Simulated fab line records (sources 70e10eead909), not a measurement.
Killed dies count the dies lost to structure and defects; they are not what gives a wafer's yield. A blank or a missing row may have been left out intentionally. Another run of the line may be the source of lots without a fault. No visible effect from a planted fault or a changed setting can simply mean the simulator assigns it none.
A struck lot beside a sound one || flow nand harc || 40 steps out of a route of 1302
Sound: wafers L988.2, L988.3, L988.4. Struck: wafers L101.2, L101.3, L101.4. At the end, the cause is stated.
Each step with rows lists, per side, the tool, then ch with its chambers, then its first start. Under that, the readings that differ: sound wafers || struck wafers || difference of the means || sigmas: that difference in standard deviations of wafers without a fault.
alike: a reading whose means differ by less than 2 such deviations, as well as words and numbers matching on both sides. not compared: withheld readings; readings where some wafer has no value; bounds like >300 that might hide an equal value; numbers whose values overlap and for which the record gives no deviation.
A row with sigmas, a row that says differs or no value, or rows on one side alone: a step with any of these is where the two part. Numbers that don't overlap but have no deviation are shown without sigmas and don't part them. A reading missing from all wafers of one side parts the sides only when that side holds two or more wafers.

first, 2 steps without rows for these wafers: NHARC_A_CHANNEL_FILL_D2_ALD_02 (deposits SiO2, target thk 6 nm, pulse time 10 s, ald cycles 60); NHARC_A_CHANNEL_FILL_D2_ALD_03 (deposits SiNx, target thk 6 nm, pulse time 60 s, ald cycles 58).
NHARC_A_CHANNEL_FILL_D2_ALD_14: deposits SiO2, target thk 2.5 nm, pulse time 10 s, ald cycles 25.
  sound on ald hk-03 ch 0,1,2, day 16 04:28; struck on ald hk-03 ch 1,2,3, day 21 01:49
  alike: heater power w, precursor pulse height rel
NHARC_A_CHANNEL_FILL_D2_ALD_15: deposits SiNx, target thk 2 nm, pulse time 60 s, ald cycles 19.
  sound: ald sin batch-03 ch 0; struck: ald sin batch-02 ch 0
  alike: precursor pulse height rel
then, 3 steps without rows for these wafers: NHARC_A_CHANNEL_FILL_D2_ALD_16 (deposits SiO2, target thk 1.5 nm, pulse time 10 s, ald cycles 15); NHARC_A_CHANNEL_FILL_D2_ANNEAL_17 (time 1800 s); NHARC_A_CHANNEL_FILL_D2_CVD_18 (deposits poly-Si, target thk 3 nm).
NHARC_A_CHANNEL_FILL_D2_ETCHBACK_19: etches the open film in HBr/Cl2, target depth 5 nm, time 1.7 s.
  sound on rie si-06 ch 0,2,3, day 16 23:12; struck on rie si-03 ch 1,2,3, day 21 18:37
{"reading": "rf hours counter h (h)", "sound": "0.69 0.74 0.74", "struck": "0.44 0.52 0.35", "difference": -0.29, "sigmas": ""}
  alike: drypump motor current A, oes product au, throttle valve pct
then, 1 step without rows for these wafers: NHARC_A_CHANNEL_FILL_D2_ETCHBACK_20 (etches the open film in C4F8/O2/Ar, target depth 27 nm, time 13.5 s).
NHARC_A_CHANNEL_FILL_D2_STRIP_28: strips in O2, time 20 s.
  sound on rie diel-03 ch 1,2,3, day 16 23:25; struck on rie diel-03 ch 1,2,3, day 21 18:49
{"reading": "rf hours counter h (h)", "sound": "3 3 3", "struck": "1 0 0", "difference": -3, "sigmas": ""}
  alike: drypump motor current A, oes product au, rf vpp V, showerhead plenum p Torr, throttle valve pct
then, 2 steps without rows for these wafers: NHARC_A_CHANNEL_FILL_D2_PRECLEAN_21 (cleans in dHF, time 30 s); NHARC_A_CHANNEL_FILL_D2_SRD_23.
NHARC_A_CHANNEL_FILL_D2_CVD_05: deposits poly-Si, target thk 5 nm.
  sound on lpcvd poly-01 ch 0, day 17 01:59; struck on lpcvd poly-01 ch 0, day 21 21:24
{"reading": "spike tc bottom C (C)", "sound": "573.4 572.4 573.9", "struck": "587.9 588.2 587.9", "difference": "+14.8", "sigmas": "+9"}
{"reading": "spike tc centre C (C)", "sound": "550.2 550.8 549.6", "struck": "565.7 564.7 566.2", "difference": "+15.3", "sigmas": "+16"}
{"reading": "spike tc lower C (C)", "sound": "548.4 550.0 549.5", "struck": "565.4 568.9 566.1", "difference": "+17.5", "sigmas": "+18"}
{"reading": "spike tc top C (C)", "sound": "568.2 569.0 570.1", "struck": "583.3 582.4 582.9", "difference": "+13.8", "sigmas": "+10"}
{"reading": "spike tc upper C (C)", "sound": "548.5 551.1 550.6", "struck": "566.1 566.3 565.5", "difference": "+15.9", "sigmas": "+16"}
{"reading": "tube center temp C (C)", "sound": "550.01 550.05 550", "struck": "565.48 565.64 565.56", "difference": "+15.54", "sigmas": "+99 or more"}
then, 10 steps without rows for these wafers: NHARC_A_CHANNEL_FILL_D2_ANNEAL_22 (time 7200 s); NHARC_A_CHANNEL_FILL_D2_ALD_25 (deposits SiOx, target thk 60 nm, pulse time 10 s, ald cycles 600); NHARC_A_CHANNEL_FILL_D2_ETCHBACK_08 (etches the open film in C4F8, target depth 220 nm, time 110 s); NHARC_A_CHANNEL_FILL_D2_STRIP_29 (strips in O2, time 20 s); NHARC_A_CHANNEL_FILL_D2_PRECLEAN_30 (cleans in dHF, time 30 s); NHARC_A_CHANNEL_FILL_D2_SRD_31; NHARC_A_CHANNEL_FILL_D2_CVD_09 (deposits poly-Si, target thk 150 nm, time 3000 s); NHARC_A_CHANNEL_FILL_D2_CMP_10 (polishes, target thk 150 nm); NHARC_A_CHANNEL_FILL_D2_SRD_12; NHARC_A_CHANNEL_FILL_D2_RTA_24 (time 5 s).
NHARC_A_CHANNEL_FILL_D2_INSPECT_13:
  sound on defect inspect-02 at day 17 23:04; struck on defect inspect-02 at day 22 18:35
  alike: raw defect count
then, 12 steps without rows for these wafers: NHARC_A_STAIRCASE_DEP_156 (deposits SiNx, target thk 50 nm); NHARC_A_STAIRCASE_DEHYDRATE_158 (time 120 s); NHARC_A_STAIRCASE_HMDS_159 (time 30 s); NHARC_A_STAIRCASE_COAT_160; NHARC_A_STAIRCASE_SOFTBAKE_161 (time 170 s); NHARC_A_STAIRCASE_EBR_162; NHARC_A_STAIRCASE_EXPOSE_163 (exposes mask STAIR OPEN); NHARC_A_STAIRCASE_PEB_164 (peb time 130 s); NHARC_A_STAIRCASE_DEVELOP_165 (time 140 s); NHARC_A_STAIRCASE_HARDBAKE_167 (time 140 s); NHARC_A_STAIRCASE_DESCUM_168 (chemistry O2, time 3 s); NHARC_A_STAIRCASE_ETCH_169 (etches the open film in CH3F/O2, target depth 50 nm, time 107.1 s).
NHARC_A_STAIRCASE_ETCH_170: etches the open film in C4F6/O2, target depth 200 nm, time 66.667 s.
  sound: rie diel-09 ch 0,1,3; struck: rie diel-05 ch 1,2,3
  alike: drypump motor current A, oes product au, rf vpp V, showerhead plenum p Torr, throttle valve pct
  not compared: rf hours counter h
then, 1 step without rows for these wafers: NHARC_A_STAIRCASE_STRIP_171 (strips in O2).
-- jump in the record: it breaks off in module A_STAIRCASE and resumes in module END (first step shown: number 1301 of the route), and 9 days separate the struck wafers' starts before and after --
NHARC_END_WLT_00:
  sound on prober-02 at day 27 18:44; struck on prober-02 at day 31 18:47
{"reading": "VT_DECK2_BOTTOM", "sound": "0.851 0.870 0.865", "struck": "0.955 0.963 0.965", "difference": "+0.099", "sigmas": "+13"}
{"reading": "VT_DECK2_BOTTOM_INNER", "sound": "0.855 0.866 0.853", "struck": "0.958 0.959 0.955", "difference": "+0.099", "sigmas": "+13"}
{"reading": "VT_DECK2_MEDIAN_NEAR_BOTTOM", "sound": "0.858 0.856 0.855", "struck": "0.958 0.969 0.966", "difference": "+0.108", "sigmas": "+15"}
{"reading": "VT_DECK2_MEDIAN_NEAR_BOTTOM_INNER", "sound": "0.857 0.862 0.864", "struck": "0.965 0.966 0.962", "difference": "+0.103", "sigmas": "+14"}
{"reading": "VT_DECK2_MIDDLE", "sound": "0.873 0.874 0.876", "struck": "0.976 0.984 0.986", "difference": "+0.108", "sigmas": "+15"}
{"reading": "VT_DECK2_MIDDLE_INNER", "sound": "0.872 0.880 0.876", "struck": "0.983 0.986 0.986", "difference": "+0.109", "sigmas": "+14"}
{"reading": "VT_DECK2_TOP", "sound": "0.894 0.885 0.883", "struck": "1.003 0.998 1.003", "difference": "+0.114", "sigmas": "+16"}
{"reading": "VT_DECK2_TOP_INNER", "sound": "0.886 0.893 0.884", "struck": "0.995 1.010 1.014", "difference": "+0.119", "sigmas": "+16"}
  alike: VT_DECK1_BOTTOM, VT_DECK1_BOTTOM_INNER, VT_DECK1_MEDIAN_NEAR_BOTTOM, VT_DECK1_MEDIAN_NEAR_BOTTOM_INNER, VT_DECK1_MIDDLE, VT_DECK1_MIDDLE_INNER, VT_DECK1_TOP, VT_DECK1_TOP_INNER
  not compared: hold
NHARC_END_SORT_01:
  sound on prober-02 ch 0, day 27 22:01; struck on prober-02 ch 0, day 31 23:56
{"reading": "hold", "sound": "- - -", "struck": "await dispo/1.9h/release await dispo/1.9h/release await dispo/1.9h/release", "difference": "no value on the sound wafers", "sigmas": ""}
  alike: killed at array, killed at other, killed at periphery, killed dies, killed open, killed short

## WHERE THEY PART
Last at NHARC_END_SORT_01 as far as this record goes, first at NHARC_A_CHANNEL_FILL_D2_CVD_05.

WHY: what had been put in by the simulator
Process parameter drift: lpcvd poly-01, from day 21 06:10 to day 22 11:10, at NHARC_A_CHANNEL_FILL_D2_CVD_05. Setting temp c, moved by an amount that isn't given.
